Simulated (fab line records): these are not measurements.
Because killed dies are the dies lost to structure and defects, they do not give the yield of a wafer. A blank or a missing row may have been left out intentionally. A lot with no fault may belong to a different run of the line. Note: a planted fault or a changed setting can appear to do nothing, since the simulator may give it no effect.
Struck lot and sound lot, side by side || flow nandHarc || 15 steps out of a route of 1302
Sound: wafers L623.1, L623.2, L623.4. Struck: wafer L612.2. (L612.3, L612.4 of the same lot were not struck and are left out.) The cause comes at the end.
Each step with rows lists, per side, the tool, then ch with its chambers, then its first start. Under that, the readings that differ: sound wafers || struck wafers || difference of the means || sigmas: that difference in standard deviations of wafers without a fault.
alike: readings with means less than 2 such deviations apart, plus words and numbers identical on both sides. not compared: withheld readings, readings lacking a value on some wafer, bounds such as >300 that could conceal the same value, and numbers that have no deviation in the record and whose values overlap.
Wherever a step has rows on one side only, a row that says differs or no value, or a row with sigmas, the two part there. Non-overlapping numbers with no deviation appear without sigmas and do not part them. A reading that every wafer of one side lacks parts them only if that side has two wafers or more.

first, 3 steps without rows for these wafers: NHARC_A_CHANNEL_HOLE_D1_STRIP_41 (strips in N2/H2); NHARC_A_CHANNEL_HOLE_D1_STRIP_42 (strips in CF4/CHF3); NHARC_A_CHANNEL_HOLE_D1_STRIP_43 (strips in O2/COS).
NHARC_A_CHANNEL_HOLE_D1_ETCH_44: etches the open film in CF4/O2, target depth 140 nm, overetch 14 nm, time 77 s.
  sound on rieDiel-12 ch 1,2,3, day 14 09:29; struck on rieDiel-12 ch 1, day 9 17:05
{"reading": "rfHoursCounterH (h)", "sound": "18 19 15", "struck": 34, "difference": "+17", "sigmas": ""}
  alike: drypumpMotorCurrentA, oes_ar_750_au, oes_o_777_au, oesProductAu, rfVppV, showerheadPlenumPTorr, throttleValvePct
NHARC_A_CHANNEL_HOLE_D1_STRIP_27: strips in O2.
  sound on rieDiel-12 ch 0,2,3; struck on rieDiel-12 ch 3, day 9 17:20
{"reading": "rfHoursCounterH (h)", "sound": "16 18 19", "struck": 37, "difference": "+19", "sigmas": ""}
  alike: drypumpMotorCurrentA, oesProductAu, rfVppV, showerheadPlenumPTorr, throttleValvePct
then, 2 steps without rows for these wafers: NHARC_A_CHANNEL_HOLE_D1_PRECLEAN_28 (cleans in SC1); NHARC_A_CHANNEL_HOLE_D1_SRD_29.
NHARC_A_CHANNEL_HOLE_D1_CD_MEAS_30:
  sound: cdSem-02 at day 14 10:23; struck: cdSem-01 at day 9 18:14
  alike: cdNm
NHARC_A_CHANNEL_HOLE_D1_XSEM_31:
  sound on xsem-01 ch 0, day 14 10:29; struck on xsem-02 ch 0, day 9 18:20
  alike: botCdNm, bowNm, tiltDeg
NHARC_A_CHANNEL_HOLE_D1_INSPECT_40:
  sound: defectInspect-01 at day 14 10:34; struck: defectInspect-02 at day 9 18:26
  alike: rawDefectCount
then, 2 steps without rows for these wafers: NHARC_A_CHANNEL_FILL_D1_PRECLEAN_00 (cleans in SC1); NHARC_A_CHANNEL_FILL_D1_SRD_01.
NHARC_A_CHANNEL_FILL_D1_ALD_02: deposits SiO2, target thk 6 nm, pulse time 10 s, ald cycles 60.
  sound on aldHk-02 ch 0,1,2, day 14 10:46; struck on aldHk-03 ch 0, day 9 18:56
{"reading": "aldCycles", "sound": "60 60 60", "struck": 77, "difference": "+17", "sigmas": ""}
{"reading": "sinceWetCleanH (h)", "sound": "140 140 140", "struck": 167, "difference": "+27", "sigmas": ""}
  alike: heaterPowerW, precursorPulseHeightRel
NHARC_A_CHANNEL_FILL_D1_ALD_03: deposits SiNx, target thk 6 nm, pulse time 60 s, ald cycles 58.
  sound on aldSinBatch-01 ch 0; struck on aldSinBatch-03 ch 0
  alike: precursorPulseHeightRel
  not compared: aldCycles
-- break in the record here, with 16 days between the starts of the struck wafers on either side (left off in module A_CHANNEL_FILL_D1, picked up again in module END, where the first step shown is number 1302 on the route) --
NHARC_END_SORT_01:
  sound on prober-02 ch 0, day 30 01:00; struck on prober-02 ch 0, day 25 06:56
  alike: killedAtArray, killedAtOther, killedAtPeriphery, killedDies, killedOpen, killedShort

== WHERE THEY PART ==
Nowhere in this record.

WHY: what had been put in by the simulator
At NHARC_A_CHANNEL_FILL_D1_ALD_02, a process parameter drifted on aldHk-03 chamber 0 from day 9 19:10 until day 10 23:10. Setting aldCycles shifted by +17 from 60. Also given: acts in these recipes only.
